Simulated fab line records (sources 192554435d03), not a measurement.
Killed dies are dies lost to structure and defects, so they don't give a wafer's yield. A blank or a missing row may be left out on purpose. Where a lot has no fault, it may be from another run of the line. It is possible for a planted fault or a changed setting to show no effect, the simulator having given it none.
Split-lot experiment	flow n5-finfet	route with 1938 steps; 4 lots, 21 wafers read

ON THE SPLIT
At N5_BEOL_M11_COAT_05 (resist thk 90 nm), the setting spin-rpm was moved away from the recipe's 1500 rpm on 6 of the 21 wafers read, by -8.7% to -3.7%. This setting was run at the recipe's value on the other wafers.

FROM THE SPLIT TO THE READING: what the file shows between them, 2 steps
- N5_BEOL_M11_EBR_07
- N5_BEOL_M11_SOFTBAKE_06: time 60 s

THE READING
CAR-ArF_of_BEOL_M11_COAT_05.thk-nm (the simulator's own value, which no gauge read), in nm, at N5_BEOL_M11_DESCUM_16 (chemistry O2, time 7.9 s). The file gives no usual value for it. The 15 wafers here that ran the recipe average 83.3 nm, standard deviation 0.34 nm.

wafer	tool, chamber at the split	spin-rpm as run, rpm	against the recipe	CAR-ArF_of_BEOL_M11_COAT_05.thk-nm, nm	against lot-mates on the recipe
L081.4	litho-track-04, 0	1500	recipe	83.8	-
L081.5	litho-track-04, 0	1500	recipe	83.8	-
L081.6	litho-track-04, 0	1500	recipe	83.8	-
L079.1	litho-track-04, 0	1500	recipe	83.6	-
L079.2	litho-track-04, 0	1500	recipe	83	-
L079.6	litho-track-04, 0	1500	recipe	83	-
L079.3	litho-track-04, 0	1500	recipe	83.4	-
L079.5	litho-track-04, 0	1500	recipe	83.4	-
L079.4	litho-track-04, 0	1500	recipe	83.2	-
L089.1	litho-track-04, 0	1444	-3.7%	84.6	+1.5
L089.2	litho-track-04, 0	1500	recipe	83.2	-
L089.4	litho-track-04, 0	1500	recipe	83.2	-
L089.3	litho-track-04, 0	1444	-3.7%	84.8	+1.7
L089.5	litho-track-04, 0	1444	-3.7%	84.8	+1.7
L089.6	litho-track-04, 0	1500	recipe	83	-
L087.1	litho-track-01, 0	1370	-8.7%	87	+4.1
L087.6	litho-track-01, 0	1370	-8.7%	87	+4.1
L087.2	litho-track-01, 0	1500	recipe	83.2	-
L087.3	litho-track-01, 0	1370	-8.7%	87.2	+4.3
L087.4	litho-track-01, 0	1500	recipe	82.6	-
L087.5	litho-track-01, 0	1500	recipe	83	-

FIT RESULTS
A straight line over all 21 wafers: CAR-ArF_of_BEOL_M11_COAT_05.thk-nm changes by -0.432 nm for each +1% of spin-rpm; r = -0.98; the points scatter about the line by 0.31 nm.
The same after taking each lot's own level away (the mean of its wafers on the recipe; 21 wafers): -0.472 nm for each +1%; r = -0.99; scatter 0.18 nm.
According to that fit, moving spin-rpm by its largest amount changes the reading by 4.1 nm.
Measured against the standard deviation above, the lots' own levels, which go from 82.93 to 83.80 nm, span 2.5 times it.
Consequently the slope shifts little with the lot-to-lot level, the two slopes agreeing.
Check: for one of the wafers moved furthest among these (-8.7%), held out of the fit, the line's prediction against its lot-mates is +4.07 nm. It came out at +4.07 nm against them.

OTHER SPLITS APPLIED TO THESE WAFERS
Before the reading, these wafers also passed through other splits. Each is held against what the fit with the lots' levels taken away leaves over:
other split on the same wafers	wafers away from the commonest value	r with CAR-ArF_of_BEOL_M11_COAT_05.thk-nm (lot level and that fit taken away)
N5_BEOL_M9_COAT_60 spin-rpm	6	+0.05
N5_BEOL_M10_DEP_56 time-s	6	+0.03

THE WHOLE CHAIN: every reading that the file lists as answering this split, in the file's order
step	what it does	reading	change (the file's fit)	r (the file's)
N5_BEOL_M11_COAT_05	resist thk 90 nm	CAR-ArF_of_BEOL_M11_COAT_05.thk-nm (the simulator's own value, which no gauge read)	-0.479 nm for each +1% of the setting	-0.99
N5_BEOL_M11_DESCUM_16	chemistry O2, time 7.9 s	CAR-ArF_of_BEOL_M11_COAT_05.thk-nm (the simulator's own value, which no gauge read)	-0.469 nm for each +1% of the setting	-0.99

THE FILE'S OWN FIT
CAR-ArF_of_BEOL_M11_COAT_05.thk-nm changes by -0.469 nm for each +1% of spin-rpm, r = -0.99.
